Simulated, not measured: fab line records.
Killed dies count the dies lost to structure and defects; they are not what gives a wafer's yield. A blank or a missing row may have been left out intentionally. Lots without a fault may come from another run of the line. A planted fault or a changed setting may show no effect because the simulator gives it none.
fab line records	flow n5-finfet
record: lots: 4	wafers: 10	last-day: 18
route steps=1938 shown FIN_SAQP@96 BEOL_M4@1111 PASSIVATION@1936
lots untouched by any fault: they come from a run of this same line in which no faults occurred
start-h: hours from the record's opening day to when the first of the lot's shown wafers began	wait-h: hours from the lot's prior step to this one	" identical to the entry in the row above	L1.1+2: a row that stands for several wafers	- value missing, or start not given	* or withheld: withheld	< > ~ a bound
route shown NAME@n: names a module that has steps shown in the file, with the first one's number in the route	usual: mean and standard deviation over wafers with no fault	same: alike in all rows	chamber/n: place in a boat	sites: per-site readings	_std_site: their standard deviation	_edge_site: inner sites' mean taken away from outer sites' mean	radius-mm: for every site, how far away it sits from the centre of the wafer	mask NAME#n: copy n	behind: the tool/chamber that last shaped the wafer	hold: why the lot was held/for how many hours/how that ended	device: transistor that didn't switch, given as n, p or np	end of line: the route-end tests of the same wafers	a step with no rows: only its recipe	killed: the dies lost at the first sort to structure and to defects; this is not the yield of the wafer	map: a wafer's dies, marking killed ones x, the rest . and places with no die _
set.NAME: the run value of the setting; set.NAME@STEP: its run value at that earlier step	model.NAME: the simulator's own value behind a step, which no gauge read
lots at selected steps of the route; one table per step, one row per wafer
services: from which hour (start-h, from the record's first day; less than 0 if before it) a tool's chamber was out of use, for how many hours, and why
== steps ==
step: N5_FIN_SAQP_HM_DEP_03
recipe: material: SiNx	target-thk-a: 380	temp-c: 400	precursor: SiH4/NH3/N2	pressure-torr: 1.5	rf-w: 300	time-s: 33.6
step: N5_FIN_SAQP_PECVD_47
recipe: material: a-Si	target-thk-a: 450	temp-c: 400	precursor: SiH4/He	pressure-torr: 3	rf-w: 100	time-s: 36.3
step: N5_FIN_SAQP_PECVD_48
recipe: material: SiNx	target-thk-a: 250	temp-c: 400	precursor: SiH4/NH3/N2	pressure-torr: 1.5	rf-w: 300	time-s: 22.1
step: N5_FIN_SAQP_PECVD_06
recipe: material: a-Si	target-thk-a: 600	temp-c: 400	precursor: SiH4/He	pressure-torr: 3	rf-w: 100	time-s: 48.1
step: N5_FIN_SAQP_HM_DEP_72
recipe: material: SiO2	target-thk-a: 120	temp-c: 400	precursor: SiH4/N2O	pressure-torr: 0.75	rf-w: 275	time-s: 7.2
step: N5_FIN_SAQP_COAT_49
recipe: resist: SOC	temp-c: 250	time-s: 60	spin-rpm: 1500	resist-thk-nm: 100
step: N5_FIN_SAQP_COAT_50
recipe: resist: SiARC	temp-c: 220	time-s: 60	spin-rpm: 1500	resist-thk-nm: 35
step: N5_FIN_SAQP_COAT_10
recipe: resist: CAR-ArF	spin-rpm: 1500	resist-thk-nm: 90
step: N5_FIN_SAQP_EBR_12
recipe: solvent: PGMEA	ebr-width-mm: 1.5
step: N5_FIN_SAQP_SOFTBAKE_11
recipe: temp-c: 110	time-s: 60	resist: CAR-ArF
step: N5_FIN_SAQP_EXPOSE_13
recipe: mask-id: FIN_CORE	na: 1.35	source-shape: dipole	sigma-inner: 0.538	sigma-outer: 0.738	polarization: te	target-cd-nm: 35.6	dose-mj: 63.25
usual: focus-offset-nm: 0.2/0.5
lot.wafer	tool	chamber	start-h	wait-h	mask	focus-offset-nm
L122.1	arfi-scanner-02	0	87.72	-	FIN_CORE#0	-0.3
L122.2	"	0	"	"	FIN_CORE#0	-0.3
L122.4	"	0	"	"	FIN_CORE#0	-0.2
L128.1	arfi-scanner-02	0	123.51	-	FIN_CORE#0	-0.1
L128.3	"	0	"	"	FIN_CORE#0	0.5
L131.1	arfi-scanner-02	0	142.23	-	FIN_CORE#0	0.1
L131.2	"	0	"	"	FIN_CORE#0	0.3
L133.4	arfi-scanner-03	0	153.41	-	FIN_CORE#0	0.2
L133.5	"	0	"	"	FIN_CORE#0	-0.1
L133.6	"	0	"	"	FIN_CORE#0	0.3
step: N5_FIN_SAQP_PEB_14
recipe: peb-temp-c: withheld	peb-time-s: 60	resist: CAR-ArF
step: N5_FIN_SAQP_DEVELOP_15
recipe: develop-time-s: 30	developer: TMAH	resist: CAR-ArF	dev-temp-c: 23	rinse-liquid: diw	dry: air-spin
step: N5_FIN_SAQP_CD_MEAS_16
recipe: target-cd-nm: 35.6	landing-energy-ev: 500	detector: se-inlens
usual: cd-nm: 35.5/0.35
lot.wafer	tool	chamber	start-h	wait-h	cd-nm
L122.1	cd-sem-02	0	87.85	-	35.6
L122.2	"	0	"	"	35.7
L122.4	"	0	"	"	35.1
L128.1	cd-sem-01	0	123.63	-	30.9
L128.3	"	0	"	"	35.5
L131.1	cd-sem-03	0	142.36	-	30.7
L131.2	"	0	"	"	30.5
L133.4	cd-sem-03	0	153.52	-	35.3
L133.5	"	0	"	"	35.3
L133.6	"	0	"	"	35.2
step: N5_FIN_SAQP_DESCUM_21
recipe: chemistry: O2	time-s: 7.9	source-power-w: 50	bias-power-w: 20	pressure-mtorr: 20	rf-frequency-hz: 2.712e+07	temp-c: 40	resist: CAR-ArF	o2-flow-sccm: 225
step: N5_FIN_SAQP_ETCH_51
recipe: chemistry: CF4	target: SiARC	target-depth-a: 455	mask-material: CAR-ArF	time-s: 75.8	ion-energy-ev: 80	pressure-mtorr: 40	source-w: 545	bias-w: 36	Ar_flow_sccm: 100	cf4-flow-sccm: 100	ends: cleared
step: N5_FIN_SAQP_ETCH_52
recipe: chemistry: N2/H2	target: SOC	target-depth-a: 1000	overetch-a: 200	mask-material: SiARC	temp-c: 40	time-s: 150	ion-energy-ev: 200	pressure-mtorr: 30	source-w: 840	bias-w: 150	n2-flow-sccm: 200	h2-flow-sccm: 200	ends: end-point
step: N5_FIN_SAQP_STRIP_53
recipe: chemistry: N2/H2	temp-c: 40	n2-flow-sccm: 200	h2-flow-sccm: 200	rf-frequency-hz: 6e+07
step: N5_FIN_SAQP_HM_OPEN_73
recipe: chemistry: CHF3/O2	target: SiO2	stop-on: a-Si	target-depth-a: 120	over-etch-frac: 1.8	mask-material: SOC	time-s: 16.8	pressure-mtorr: 30	source-w: 650	bias-w: 170	Ar_flow_sccm: 200	CHF3_flow_sccm: 50	O2_flow_sccm: 5	ion-energy-ev: 200	ends: end-point
step: N5_FIN_SAQP_STRIP_74
recipe: chemistry: CHF3/O2	resist: SiARC	rf-frequency-hz: 6e+07
step: N5_FIN_SAQP_MANDREL_ETCH_22
recipe: target-depth-a: 600	chemistry: HBr/Cl2	target: a-Si	stop-on: SiNx	bt-time-s: 10	over-etch-frac: 0.5	time-s: 30	pressure-mtorr: 10	icp-w: 800	bias-w: 75	HBr_flow_sccm: 150	Cl2_flow_sccm: 80	ends: end-point
step: N5_FIN_SAQP_STRIP_55
recipe: chemistry: N2/H2	power-w: 500	temp-c: 40	pressure-mtorr: 50	rf-frequency-hz: 6e+07	overash-fraction: 0.3	bias-power-w: 28	h2-frac: 0.5	n2-flow-sccm: 300	h2-flow-sccm: 300
step: N5_FIN_SAQP_STRIP_23
recipe: chemistry: SPM	time-s: 750	temp-c: 130	h2so4-h2o2-vol-ratio: 4
step: N5_FIN_SAQP_SRD_66
recipe: dry: ipa-marangoni	time-s: 30	temp-c: 23	rinse-liquid: diw
step: N5_FIN_SAQP_RECESS_75
recipe: chemistry: HF/NH3	target: SiO2	target-depth-a: 144	afs-cycles: 3	temp-c: 30	sublimation-temp-c: 180	sublimation-time-s: 60
step: N5_FIN_SAQP_SPACER1_ALD_24
recipe: material: SiO2	target-thk-a: 203	temp-c: 300	ald-precursor-family: BDEAS	ald-co-reactant: O2-plasma	pulse-time-s: 1	purge-time-s: 2	co-reactant-purge-time-s: 2	ald-cycles: 218	pressure-torr: 2
step: N5_FIN_SAQP_SPACER1_ETCHBACK_25
recipe: chemistry: CHF3/O2	mode: anisotropic-etchback	target: SiO2	target-depth-a: 244	time-s: 12.2	pressure-mtorr: 30	source-w: 650	bias-w: 170	Ar_flow_sccm: 200	CHF3_flow_sccm: 50	O2_flow_sccm: 5	ion-energy-ev: 200
step: N5_FIN_SAQP_MANDREL1_REMOVE_56
recipe: chemistry: HBr/Cl2/O2	bt-time-s: 10	target: a-Si	stop-on: SiNx	endpoint: OES-SiCl	over-etch-frac: 1	icp-w: 600	bias-w: 22	HBr_flow_sccm: 150	Cl2_flow_sccm: 80	O2_flow_sccm: 5	pressure-mtorr: 10
step: N5_FIN_SAQP_ETCH_57
recipe: chemistry: CH3F/O2	target: SiNx	mask-material: SiO2	target-depth-a: 325	time-s: 46.4	pressure-mtorr: 30	source-w: 395	bias-w: 73	Ar_flow_sccm: 150	CH3F_flow_sccm: 30	O2_flow_sccm: 20	ion-energy-ev: 120	ends: cleared
step: N5_FIN_SAQP_ETCH_65
recipe: chemistry: CF4	target: SiO2	target-depth-a: 40	ion-energy-ev: 350	time-s: 4.4	pressure-mtorr: 10	icp-w: 800	bias-w: 400	cf4-flow-sccm: 80
step: N5_FIN_SAQP_MANDREL_ETCH_58
recipe: chemistry: HBr/Cl2	target: a-Si	target-depth-a: 450	bt-time-s: 10	stop-on: SiNx	mask-material: SiO2	over-etch-frac: 0.8	time-s: 27	pressure-mtorr: 10	icp-w: 800	bias-w: 75	HBr_flow_sccm: 150	Cl2_flow_sccm: 80	ends: end-point
step: N5_FIN_SAQP_RECESS_63
recipe: chemistry: HF/NH3	target: SiO2	target-depth-a: 180	afs-cycles: 3	temp-c: 30	sublimation-temp-c: 180	sublimation-time-s: 60
step: N5_FIN_SAQP_COAT_68
recipe: resist: SOC	temp-c: 250	time-s: 60	spin-rpm: 1500	resist-thk-nm: 100
step: N5_FIN_SAQP_ETCH_69
recipe: chemistry: N2/H2	target: SOC	target-depth-a: 1500	stop-on: SiNx	ion-energy-ev: 100	bias-w: 61	pressure-mtorr: 30	source-w: 850	n2-flow-sccm: 200	h2-flow-sccm: 200
step: N5_FIN_SAQP_ETCH_67
recipe: chemistry: CH3F/O2	target: SiNx	target-depth-a: 300	mask-material: SOC	pressure-mtorr: 30	source-w: 395	bias-w: 73	Ar_flow_sccm: 150	CH3F_flow_sccm: 30	O2_flow_sccm: 20	ion-energy-ev: 120
step: N5_FIN_SAQP_STRIP_70
recipe: chemistry: N2/H2	power-w: 500	temp-c: 40	pressure-mtorr: 50	rf-frequency-hz: 6e+07	overash-fraction: 0.3	bias-power-w: 28	h2-frac: 0.5	n2-flow-sccm: 300	h2-flow-sccm: 300
step: N5_FIN_SAQP_RECESS_71
recipe: chemistry: HF/NH3	target: SiO2	target-depth-a: 30	afs-cycles: 1	temp-c: 30	sublimation-temp-c: 180	sublimation-time-s: 60
step: N5_BEOL_M4_RC_MEAS_101
usual: DIBL_N: 35.4/2.1	DIBL_P: 34.8/2.6	IOFF_N: 0.15/0.037	IOFF_P: 0.19/0.037	ION_N: 677/16	ION_P: 462/9.3	SS_N: 71.4/0.75	SS_P: 72.9/0.77	VT_N: 250/3.7	VT_P: -251/3.5
lot.wafer	tool	chamber	start-h	wait-h	DIBL_N[mV/V]	DIBL_P[mV/V]	IOFF_N[nA/um]	IOFF_P[nA/um]	ION_N[uA/um]	ION_P[uA/um]	SS_N[mV/dec]	SS_P[mV/dec]	VT_N[mV]	VT_P[mV]
L122.1	prober-02	0	251.21	0.0	35.4	34.5	0.16	0.18	686	469	71.9	72.8	250	-249
L122.2	"	0	"	"	36.9	36.9	0.18	0.22	691	473	71.5	73.6	247	-248
L122.4	"	0	"	"	37.4	35.8	0.16	0.19	667	453	72.0	72.2	250	-251
L128.1	prober-01	0	269.81	0.0	33.0	32.2	0.12	0.15	667	451	71.0	72.1	253	-254
L128.3	"	0	"	"	36.1	35.6	0.17	0.19	693	462	71.9	72.9	252	-252
L131.1	prober-01	0	302.88	0.0	36.3	34.1	0.13	0.14	659	445	71.5	73.1	256	-257
L131.2	"	0	"	"	38.0	37.4	0.18	0.20	696	467	71.8	74.3	247	-252
L133.4	prober-01	0	327.77	0.5	34.0	33.9	0.13	0.20	675	474	70.4	71.8	249	-246
L133.5	"	0	"	"	33.2	32.4	0.12	0.19	665	467	70.2	71.5	251	-248
L133.6	"	0	"	"	35.3	34.1	0.14	0.19	678	465	72.1	72.5	252	-249
step: N5_PASSIVATION_PROBE_49
usual: defect-limited-yield: 90.5/1.7	killed_at_M0_to_M3: 37/12	killed_at_M4_up: 14/5.2	killed-at-contacts: 12/5.9	killed-at-front-end: 45/14	killed-at-other: 3.5/2.8	killed-dies: 112/21	killed-open: 73/15	killed-short: 36/8.9	sort_bin_5_function: 5.6/1.2	sort_bin_6_memory: 3.5/0.68	sort-n-pass: 1068/21	sort-yield-pct: 90.5/1.8
same: gross-dies: 1180	killed-at-back-side: 0	sort_bin_4_leakage[%]: 0	sort_bin_8_speed[%]: 0
lot.wafer	tool	chamber	start-h	wait-h	defect-limited-yield[%]	killed_at_M0_to_M3	killed_at_M4_up	killed-at-contacts	killed-at-front-end	killed-at-other	killed-dies	killed-open	killed-short	sort_bin_5_function[%]	sort_bin_6_memory[%]	sort-n-pass	sort-yield-pct[%]
L128.1	prober-01	-	379.61	0.4	82.1	32	11	18	147	3	211	73	36	12.9	4.7	969	82.1
L131.1	prober-01	-	401.99	0.0	87.5	36	19	16	74	2	147	71	40	8.5	3.6	1033	87.5
L131.2	prober-01	-	402.04	0.1	83.3	29	13	17	137	1	197	62	28	13.5	3.0	983	83.3
killed by level:class
L128.1 FIN_SAQP:area-expose=101 MOL_CONTACT_COAG:geometric-particle:open=15 FIN_SAQP:geometric-particle:open=13 BEOL_M0_SAQP:geometric-particle:open=12 FIN_SAQP:geometric-particle:short=10 STARTING-WAFER:geometric-particle:short=6 BEOL_M1:geometric-particle:open=5 BEOL_M0_SAQP:geometric-particle:short=4
L131.1 FIN_SAQP:area-expose=30 MOL_CONTACT_COAG:geometric-particle:open=14 BEOL_M1:geometric-particle:open=8 GATE_CUT:geometric-particle:short=7 BEOL_M0:geometric-particle:open=7 FIN_SAQP:geometric-particle:short=5 STI_FIN_REVEAL:geometric-particle:open=5 BEOL_M2:geometric-particle:open=5
L131.2 FIN_SAQP:area-expose=104 BEOL_M3:geometric-particle:open=11 MOL_CONTACT_COAG:geometric-particle:open=10 MOL_CONTACT_COAG:geometric-particle:short=7 STARTING-WAFER:geometric-particle:short=6 FIN_SAQP:geometric-particle:short=5 BEOL_M0_SAQP:geometric-particle:open=5 BEOL_M1:geometric-particle:open=5
map L128.1 (x killed, . not)
_________________.......x....________________
______________.................._____________
___________.................x......__________
__________.....x.......x............_________
________.....x.......x...x............_______
_______......x.............x......x..x.______
______..x..............................._____
_____......x.....x.....................x.____
____......x..x.....x.....x..........x.....___
___...x...x...............x...x............__
___..................x......x......x.....x.__
__......x.....x..xx..xx..........x.x........_
__...x..........x..xx...............x......._
_.x..x..x....x....xx........x.....x....x.....
_.x......xx.....x.x....x....x.xx.....x.x.....
_.x...........x.......xxxxx......x....x......
_x.....x......x......x......x..........x.....
_x......x.....x...xx.x.xx...x...x..x........x
_..x.....x....x.x.......x...xx...............
_....x....xxx....x...x....x......x...........
_.x................xx..x...xxxx..........x..x
__...........xx.xx..x...x.....x...x.x......._
__.............x.......x.x.................._
___.......x.....x.x.x.......x...x..x.......__
___..x.x.x....xx..x.x.xxx...x.x........x...__
____.x..........x...x..x..x...x..x........___
_____..x..xx.........x.x.xx.....x..x.x...____
______..x.x..xxx...x..xx.x...x.x.......x_____
_______..x.x..x..x...x..xx...x.........______
________..xx....x.xx.x..xx.....x......_______
__________.....xx..xx.x.x.x..x......_________
___________xx.x..x...x....x..x...x.__________
______________.....x........xx.._____________
_________________...x........________________
map L131.2 (x killed, . not)
_________________............________________
______________.................._____________
___________........................__________
__________........x.............x..x_________
________...........x.............x.x.._______
_______.x..............................______
______.x................................_____
_____.....x............x............x....____
____.............x............x...........___
___................xx....x.....x........x..__
___.......x.....xx.xx......................__
__...x..................x.xx.....x.......x.._
__..x..........x..............x............._
_.....x.....x..x.x.x....x.x.x................
_.............x..x......x...x......x........x
_.........xx...........x......x..........x...
_...x..x.........x..x...........x............
_......x...xx..xx.x..xx.xxxx....xx...........
_..xxx..x....x.xx...x..x............x.x.x....
_.x.......x....xx....x..xxx.x.x.x.x..........
_...................xx......x....xx...x......
__.x.........xxx......xx..x.xx.x.x...x......_
__.xx..x...xx...........x...xx....x........._
___x......x..x..x.........x....xx.x...x....__
___.x....xxx...x...x.....xx....xx..........__
____.x....x......x...x.xx..x.xx...........___
_____......x...xx.x.x.xx.x.xxxx.x.x......____
______x............x...x................_____
_______x.x.x....x......x......xx.......______
________x.....x.x..x...xxx............_______
__________x..x.....x.......x..x....._________
___________x.x.......x.......xx....__________
______________.x.....x..x.x..x.._____________
_________________.x...x......________________
== services ==
tool	chamber	start-h	hours	kind
arfi-scanner-02	-	74.55	1.0	pm
arfi-scanner-03	-	80.48	1.0	pm
arfi-scanner-02	0	85.09	-	calibration
arfi-scanner-03	-	104.87	0.8	pm
arfi-scanner-03	-	127.17	4.9	pm
arfi-scanner-03	0	137.07	-	calibration
arfi-scanner-02	-	144.56	1.3	pm
arfi-scanner-02	-	148.11	2.1	repair
== key ==
first-sign: step: N5_FIN_SAQP_CD_MEAS_16	reading: cd-nm	direction: down	sigmas: 14	usual: 35.5	struck: 30.7
effect: step: N5_PASSIVATION_PROBE_49	reading: killed-at-front-end	direction: up	sigmas: 5.3	usual: 45	struck: 119
more-kills-born-at: N5_FIN_SAQP_EXPOSE_13@arfi-scanner-02: 235
met-at N5_FIN_SAQP_EXPOSE_13
struck-wafers L128.1,L131.1,L131.2
onset-between 87.72 123.51
fault: kind: process-parameter-drift	tool: arfi-scanner-02	chamber: -	onset-h: 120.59	steps: N5_FIN_SAQP_EXPOSE_13	channel: focus-nm	offset: 127.19	shape: step	end-h: 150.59	scope: struck-wafers-only
